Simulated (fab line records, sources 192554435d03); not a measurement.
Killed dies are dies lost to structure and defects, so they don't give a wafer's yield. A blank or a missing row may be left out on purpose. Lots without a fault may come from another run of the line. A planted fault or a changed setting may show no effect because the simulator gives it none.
Chamber matching | flow n5_finfet | N5_BEOL_M5_STRIP_19 on rie_diel-01: 4 sister chambers
The step strips in O2. 16 wafers are shown with their chamber, then 8 later ones without.

WAFERS WITH THEIR CHAMBER
wafer  | chamber | showerhead_plenum_p_Torr (Torr) | drypump_motor_current_A (A) | throttle_valve_pct (%)
L274.1 | 1       | 2.08                            | 6.0                         | 16.94
L274.2 | 2       | 2.17                            | 5.5                         | 17.03
L274.3 | 0       | 2.10                            | 5.8                         | 17.01
L278.4 | 0       | 2.10                            | 5.7                         | 17.02
L278.5 | 3       | 1.98                            | 6.5                         | 16.74
L278.6 | 0       | 2.10                            | 5.7                         | 17.03
L276.1 | 1       | 2.08                            | 6.1                         | 16.97
L276.2 | 3       | 1.98                            | 6.4                         | 16.75
L276.6 | 1       | 2.08                            | 6.0                         | 16.97
L280.1 | 2       | 2.16                            | 5.5                         | 17.05
L280.4 | 3       | 1.98                            | 6.5                         | 16.77
L280.6 | 0       | 2.10                            | 5.7                         | 17.04
L285.2 | 1       | 2.07                            | 6.0                         | 16.99
L285.4 | 3       | 1.98                            | 6.5                         | 16.76
L285.5 | 3       | 1.98                            | 6.5                         | 16.79
L286.2 | 1       | 2.07                            | 6.1                         | 17.01

SIGNATURES (means of the wafers above)
reading                  | chamber 0 | chamber 1 | chamber 2 | chamber 3 | scatter within a chamber
showerhead_plenum_p_Torr | 2.1000    | 2.0760    | 2.1650    | 1.9800    | 0.00376
drypump_motor_current_A  | 5.725     | 6.040     | 5.500     | 6.480     | 0.0479
throttle_valve_pct       | 17.0250   | 16.9760   | 17.0400   | 16.7620   | 0.0202
Rule: a wafer's distance from a chamber is the root of the sum, over the readings, of the square of ((its reading less the chamber's mean) divided by the reading's scatter). The wafer belongs to the nearest chamber; if the next one is less than 2 further off, it can't be placed. The scatter: the root of (the sum of the squares of (reading less its chamber's mean) over the shown wafers, divided by (wafers less chambers)).

WAFERS WITHOUT THEIR CHAMBER
wafer  | showerhead_plenum_p_Torr (Torr) | drypump_motor_current_A (A) | throttle_valve_pct (%)
L286.3 | 2.09                            | 5.7                         | 17.08
L286.4 | 2.07                            | 6.0                         | 17.00
L289.1 | 2.15                            | 5.5                         | 17.10
L289.2 | 2.09                            | 5.7                         | 17.07
L289.4 | 2.09                            | 5.8                         | 17.08
L292.3 | 2.07                            | 6.0                         | 17.04
L292.5 | 2.07                            | 6.0                         | 17.00
L292.6 | 2.15                            | 5.5                         | 17.11

WHICH CHAMBER EACH WENT THROUGH
wafer  | from the rows above | in truth
L286.3 | 0                   | 0
L286.4 | 1                   | 1
L289.1 | 2                   | 2
L289.2 | 0                   | 0
L289.4 | 0                   | 0
L292.3 | 1                   | 1
L292.5 | 1                   | 1
L292.6 | 2                   | 2
Placed correctly: 8 of 8. Can't be placed from these rows: 0. Placed wrongly: 0.
